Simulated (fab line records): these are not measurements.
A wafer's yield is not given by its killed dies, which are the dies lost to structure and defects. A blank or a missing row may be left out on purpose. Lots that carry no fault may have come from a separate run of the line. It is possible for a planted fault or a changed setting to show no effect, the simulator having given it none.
Split-lot trial || flow n5 finfet || 21 wafers read from 7 lots, route of 1938 steps

THE SPLIT ITSELF
At N5_BEOL_M2_VIA_ETCH_34 (etches the open film in C4F6/O2, target depth 69.4 nm, time 65.9 s), the setting time s was moved away from the recipe's 65.9 s on 5 of the 21 wafers read, by -16.9% to +16.9%. This setting was run at the recipe's value on the other wafers.

Reading taken at the split's own step.

THE READING
SOC_of_BEOL_M2_COAT_67.thk nm (the simulator's own value, which no gauge read), in nm, at N5_BEOL_M2_VIA_ETCH_34 (etches the open film in C4F6/O2, target depth 69.4 nm, time 65.9 s). The file gives no usual value for it. Across the 16 wafers here that went through the recipe, the average is 51.9 nm and the standard deviation 0.23 nm.

{"wafer": "L075.4", "tool, chamber at the split": "rie diel-03, 3", "time s as run, s": 65.9, "against the recipe": "recipe", "SOC_of_BEOL_M2_COAT_67.thk nm, nm": 52, "against lot-mates on the recipe": "-"}
{"wafer": "L075.5", "tool, chamber at the split": "rie diel-03, 1", "time s as run, s": 65.9, "against the recipe": "recipe", "SOC_of_BEOL_M2_COAT_67.thk nm, nm": 52, "against lot-mates on the recipe": "-"}
{"wafer": "L075.6", "tool, chamber at the split": "rie diel-03, 2", "time s as run, s": 65.9, "against the recipe": "recipe", "SOC_of_BEOL_M2_COAT_67.thk nm, nm": 52.2, "against lot-mates on the recipe": "-"}
{"wafer": "L079.2", "tool, chamber at the split": "rie diel-04, 0", "time s as run, s": 57.95, "against the recipe": "-12.1%", "SOC_of_BEOL_M2_COAT_67.thk nm, nm": 53, "against lot-mates on the recipe": "+1.1"}
{"wafer": "L079.3", "tool, chamber at the split": "rie diel-04, 3", "time s as run, s": 65.9, "against the recipe": "recipe", "SOC_of_BEOL_M2_COAT_67.thk nm, nm": 52, "against lot-mates on the recipe": "-"}
{"wafer": "L079.4", "tool, chamber at the split": "rie diel-04, 1", "time s as run, s": 65.9, "against the recipe": "recipe", "SOC_of_BEOL_M2_COAT_67.thk nm, nm": 51.8, "against lot-mates on the recipe": "-"}
{"wafer": "L083.3", "tool, chamber at the split": "rie diel-04, 3", "time s as run, s": 65.9, "against the recipe": "recipe", "SOC_of_BEOL_M2_COAT_67.thk nm, nm": 51.8, "against lot-mates on the recipe": "-"}
{"wafer": "L083.5", "tool, chamber at the split": "rie diel-04, 2", "time s as run, s": 65.9, "against the recipe": "recipe", "SOC_of_BEOL_M2_COAT_67.thk nm, nm": 51.8, "against lot-mates on the recipe": "-"}
{"wafer": "L083.6", "tool, chamber at the split": "rie diel-04, 3", "time s as run, s": 77.06, "against the recipe": "+16.9%", "SOC_of_BEOL_M2_COAT_67.thk nm, nm": 50, "against lot-mates on the recipe": -1.8}
{"wafer": "L082.1", "tool, chamber at the split": "rie diel-04, 0", "time s as run, s": 65.9, "against the recipe": "recipe", "SOC_of_BEOL_M2_COAT_67.thk nm, nm": 52.2, "against lot-mates on the recipe": "-"}
{"wafer": "L082.3", "tool, chamber at the split": "rie diel-04, 3", "time s as run, s": 54.79, "against the recipe": "-16.9%", "SOC_of_BEOL_M2_COAT_67.thk nm, nm": 53.2, "against lot-mates on the recipe": "+1.0"}
{"wafer": "L082.4", "tool, chamber at the split": "rie diel-04, 2", "time s as run, s": 65.9, "against the recipe": "recipe", "SOC_of_BEOL_M2_COAT_67.thk nm, nm": 52.2, "against lot-mates on the recipe": "-"}
{"wafer": "L086.1", "tool, chamber at the split": "rie diel-01, 0", "time s as run, s": 65.9, "against the recipe": "recipe", "SOC_of_BEOL_M2_COAT_67.thk nm, nm": 51.4, "against lot-mates on the recipe": "-"}
{"wafer": "L086.3", "tool, chamber at the split": "rie diel-01, 3", "time s as run, s": 65.9, "against the recipe": "recipe", "SOC_of_BEOL_M2_COAT_67.thk nm, nm": 51.6, "against lot-mates on the recipe": "-"}
{"wafer": "L086.5", "tool, chamber at the split": "rie diel-01, 2", "time s as run, s": 65.9, "against the recipe": "recipe", "SOC_of_BEOL_M2_COAT_67.thk nm, nm": 51.6, "against lot-mates on the recipe": "-"}
{"wafer": "L092.1", "tool, chamber at the split": "rie diel-04, 3", "time s as run, s": 65.9, "against the recipe": "recipe", "SOC_of_BEOL_M2_COAT_67.thk nm, nm": 51.6, "against lot-mates on the recipe": "-"}
{"wafer": "L092.3", "tool, chamber at the split": "rie diel-04, 2", "time s as run, s": 65.9, "against the recipe": "recipe", "SOC_of_BEOL_M2_COAT_67.thk nm, nm": 51.8, "against lot-mates on the recipe": "-"}
{"wafer": "L092.4", "tool, chamber at the split": "rie diel-04, 3", "time s as run, s": 65.9, "against the recipe": "recipe", "SOC_of_BEOL_M2_COAT_67.thk nm, nm": 51.8, "against lot-mates on the recipe": "-"}
{"wafer": "L094.1", "tool, chamber at the split": "rie diel-04, 3", "time s as run, s": 61.44, "against the recipe": "-6.8%", "SOC_of_BEOL_M2_COAT_67.thk nm, nm": 52.2, "against lot-mates on the recipe": "+0.4"}
{"wafer": "L094.4", "tool, chamber at the split": "rie diel-04, 2", "time s as run, s": 61.44, "against the recipe": "-6.8%", "SOC_of_BEOL_M2_COAT_67.thk nm, nm": 52.6, "against lot-mates on the recipe": "+0.8"}
{"wafer": "L094.6", "tool, chamber at the split": "rie diel-04, 1", "time s as run, s": 65.9, "against the recipe": "recipe", "SOC_of_BEOL_M2_COAT_67.thk nm, nm": 51.8, "against lot-mates on the recipe": "-"}

THE FIT
A straight line over all 21 wafers: SOC_of_BEOL_M2_COAT_67.thk nm changes by -0.0943 nm for each +1% of time s; r = -0.93; the points scatter about the line by 0.23 nm.
The same after taking each lot's own level away (the mean of its wafers on the recipe; 21 wafers): -0.0861 nm for each +1%; r = -0.96; scatter 0.16 nm.
The reading moves by 1.5 nm for the largest change in time s, on that fit.
Across the lots, their own levels run from 51.53 to 52.20 nm, a range of 2.9 times the standard deviation given above.
Consequently the slope shifts little with the lot-to-lot level, the two slopes agreeing.
Check: with one of the wafers moved furthest among these (+16.9%) left out of the fit, the line predicts -1.22 nm for it against its lot-mates. It came out at -1.8 nm against them.

ADDITIONAL SPLITS CARRIED BY THESE WAFERS
These wafers also went through other splits before the reading. Each is held against what the fit with the lots' levels taken away leaves over:
{"other split on the same wafers": "N5_BEOL_M2_COAT_62 spin rpm", "wafers away from the commonest value": 8, "r with SOC_of_BEOL_M2_COAT_67.thk nm (lot level and that fit taken away)": -0.22}
{"other split on the same wafers": "N5_BEOL_M2_ALD_98 ald cycles", "wafers away from the commonest value": 6, "r with SOC_of_BEOL_M2_COAT_67.thk nm (lot level and that fit taken away)": "+0.28"}

THE WHOLE CHAIN: every reading that the file lists as answering this split, in the file's order
{"step": "N5_BEOL_M2_VIA_ETCH_34", "what it does": "etches the open film in C4F6/O2, target depth 69.4 nm, time 65.9 s", "reading": "etch.depth nm (the simulator's own value, which no gauge read)", "change (the file's fit)": "+0.681 nm for each +1% of the setting", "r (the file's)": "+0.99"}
{"step": "N5_BEOL_M2_VIA_ETCH_34", "what it does": "etches the open film in C4F6/O2, target depth 69.4 nm, time 65.9 s", "reading": "SOC_of_BEOL_M2_COAT_67.thk nm (the simulator's own value, which no gauge read)", "change (the file's fit)": "-0.0848 nm for each +1% of the setting", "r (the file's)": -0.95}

THE FILE'S OWN FIT
SOC_of_BEOL_M2_COAT_67.thk nm changes by -0.0848 nm for each +1% of time s, r = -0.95.
